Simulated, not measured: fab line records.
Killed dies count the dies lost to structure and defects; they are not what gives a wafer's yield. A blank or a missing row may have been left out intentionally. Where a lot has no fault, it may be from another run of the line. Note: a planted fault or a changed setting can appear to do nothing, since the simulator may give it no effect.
Chamber matching :: flow n5Finfet :: rieDiel-05 running N5_BEOL_M1_ETCH_63: 4 sister chambers
The step etches SiARC in CF4, target depth 15.6 nm, time 26 s. 8 wafers are shown with their chamber, then 9 later ones without.

EACH WAFER AND ITS CHAMBER
wafer: L078.6
chamber: 0
showerheadPlenumPTorr (Torr): 2.07
rfVppV (V): 182.8

wafer: L080.5
chamber: 3
showerheadPlenumPTorr (Torr): 2.22
rfVppV (V): 184.8

wafer: L080.6
chamber: 1
showerheadPlenumPTorr (Torr): 2.19
rfVppV (V): 186.0

wafer: L086.1
chamber: 3
showerheadPlenumPTorr (Torr): 2.22
rfVppV (V): 187.3

wafer: L086.5
chamber: 2
showerheadPlenumPTorr (Torr): 2.20
rfVppV (V): 185.9

wafer: L088.3
chamber: 0
showerheadPlenumPTorr (Torr): 2.07
rfVppV (V): 182.5

wafer: L088.5
chamber: 2
showerheadPlenumPTorr (Torr): 2.20
rfVppV (V): 184.9

wafer: L088.6
chamber: 1
showerheadPlenumPTorr (Torr): 2.18
rfVppV (V): 185.6

WAFERS WITHOUT THEIR CHAMBER
wafer: L090.2
showerheadPlenumPTorr (Torr): 2.07
rfVppV (V): 181.7

wafer: L090.4
showerheadPlenumPTorr (Torr): 2.20
rfVppV (V): 184.2

wafer: L090.6
showerheadPlenumPTorr (Torr): 2.22
rfVppV (V): 184.1

wafer: L095.1
showerheadPlenumPTorr (Torr): 2.18
rfVppV (V): 185.6

wafer: L095.2
showerheadPlenumPTorr (Torr): 2.20
rfVppV (V): 184.5

wafer: L095.3
showerheadPlenumPTorr (Torr): 2.21
rfVppV (V): 184.4

wafer: L097.2
showerheadPlenumPTorr (Torr): 2.06
rfVppV (V): 183.1

wafer: L097.4
showerheadPlenumPTorr (Torr): 2.18
rfVppV (V): 184.6

wafer: L097.6
showerheadPlenumPTorr (Torr): 2.21
rfVppV (V): 184.5

WHICH CHAMBER EACH ONE RAN IN
wafer: L090.2
from the rows above: 0
in truth: 0

wafer: L090.4
from the rows above: 2
in truth: 2

wafer: L090.6
from the rows above: 3
in truth: 3

wafer: L095.1
from the rows above: 1
in truth: 1

wafer: L095.2
from the rows above: 2
in truth: 2

wafer: L095.3
from the rows above: can't be placed: 2 or 3
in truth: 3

wafer: L097.2
from the rows above: 0
in truth: 0

wafer: L097.4
from the rows above: 1
in truth: 1

wafer: L097.6
from the rows above: can't be placed: 2 or 3
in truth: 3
Correctly placed: 7 of 9. Can't be placed from these rows: 2 (the true chamber is among the candidates in 2). Wrongly placed: 0.
How it was worked out, from the rows above alone: a wafer's distance from a chamber is the root of the sum, over the readings, of the square of ((its reading less the chamber's mean) divided by the reading's scatter). The wafer belongs to the nearest chamber; if the next one is less than 2 further off, it can't be placed. For every chamber, the mean is computed from those of its wafers that are shown. The scatter is the square root of a quotient: the sum, over the shown wafers, of each reading's squared deviation from its chamber's mean, divided by wafers minus chambers.
